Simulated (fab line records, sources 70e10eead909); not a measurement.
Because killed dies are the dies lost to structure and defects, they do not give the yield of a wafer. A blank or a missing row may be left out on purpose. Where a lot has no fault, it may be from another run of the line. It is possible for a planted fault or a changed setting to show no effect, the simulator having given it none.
Chamber matching -- flow nand-harc -- rie-diel-01 running NHARC_A_CONTACT_ETCH_88: 4 sister chambers
The step etches the open film in CF4, target depth 39 nm, time 65 s. 4 wafers are shown with their chamber, then 9 later ones without.

== WAFERS, EACH WITH ITS CHAMBER ==
wafer,chamber,showerhead-plenum-p-Torr (Torr)
L715.3,1,1.83
L714.1,3,1.64
L714.3,2,1.84
L714.4,0,1.79

== WAFERS MISSING THEIR CHAMBER ==
wafer,showerhead-plenum-p-Torr (Torr)
L719.1,1.91
L719.2,1.84
L719.3,1.79
L717.2,1.79
L717.4,1.84
L717.6,1.83
L721.1,1.84
L721.4,1.83
L721.5,1.91

== CHAMBER TAKEN BY EACH ==
wafer,from the rows above,in truth
L719.1,can't be placed: 2 or 1 or 0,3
L719.2,can't be placed: 2 or 1 or 0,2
L719.3,can't be placed: 0 or 1 or 2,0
L717.2,can't be placed: 0 or 1 or 2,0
L717.4,can't be placed: 2 or 1 or 0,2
L717.6,can't be placed: 1 or 2 or 0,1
L721.1,can't be placed: 2 or 1 or 0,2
L721.4,can't be placed: 1 or 2 or 0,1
L721.5,can't be placed: 2 or 1 or 0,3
Correctly placed: 0 of 9. Not placeable from these rows: 9 (in 7, the candidates include the true chamber). Number placed wrongly: 0.
How it was worked out, from the rows above alone: a wafer's distance from a chamber is the root of the sum, over the readings, of the square of ((its reading less the chamber's mean) divided by the reading's scatter). If the next closest chamber is less than 2 further off than the closest, the wafer can't be placed; otherwise it belongs to the closest. Each chamber's mean is taken over the wafers shown for it. The scatter: with one shown wafer a chamber, the root of the mean of the squares of how far each hidden wafer lies from its nearest shown one.
